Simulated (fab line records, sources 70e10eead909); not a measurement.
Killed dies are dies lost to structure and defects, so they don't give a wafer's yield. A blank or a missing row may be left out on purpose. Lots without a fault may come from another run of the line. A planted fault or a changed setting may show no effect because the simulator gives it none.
Chamber matching | flow nand_harc | NHARC_THIN_TSV_DEP_47 on pecvd-04: 3 sister chambers
The step deposits SiO2, target thk 200 nm. 6 wafers are shown with their chamber, then 9 later ones without.

WAFERS WITH THEIR CHAMBER
wafer  | chamber | throttle_valve_pct (%) | flow_sccm (sccm)
L742.2 | 2       | 16.2                   | 2663
L742.5 | 1       | 15.1                   | 2645
L743.2 | 2       | 16.4                   | 2646
L752.1 | 0       | 16.1                   | 2651
L752.3 | 1       | 15.6                   | 2648
L752.6 | 0       | 16.2                   | 2630

WAFERS WITHOUT THEIR CHAMBER
wafer  | throttle_valve_pct (%) | flow_sccm (sccm)
L753.1 | 16.6                   | 2647
L753.2 | 15.6                   | 2652
L753.3 | 16.1                   | 2662
L755.1 | 16.3                   | 2644
L755.2 | 16.1                   | 2647
L755.3 | 15.8                   | 2657
L754.1 | 16.0                   | 2638
L754.2 | 15.4                   | 2655
L754.6 | 15.4                   | 2650

WHICH CHAMBER EACH WENT THROUGH
wafer  | from the rows above          | in truth
L753.1 | can't be placed: 2 or 0      | 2
L753.2 | can't be placed: 1 or 0 or 2 | 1
L753.3 | can't be placed: 2 or 0      | 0
L755.1 | can't be placed: 0 or 2      | 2
L755.2 | can't be placed: 0 or 2      | 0
L755.3 | can't be placed: 0 or 1 or 2 | 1
L754.1 | can't be placed: 0 or 2      | 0
L754.2 | 1                            | 1
L754.6 | 1                            | 1
Placed correctly: 2 of 9. Can't be placed from these rows: 7 (the true chamber is among the candidates in 7). Placed wrongly: 0.
How it was worked out, from the rows above alone: a wafer's distance from a chamber is the root of the sum, over the readings, of the square of ((its reading less the chamber's mean) divided by the reading's scatter). The wafer belongs to the nearest chamber; if the next one is less than 2 further off, it can't be placed. A chamber's mean is the mean of its shown wafers. The scatter: the root of (the sum of the squares of (reading less its chamber's mean) over the shown wafers, divided by (wafers less chambers)).
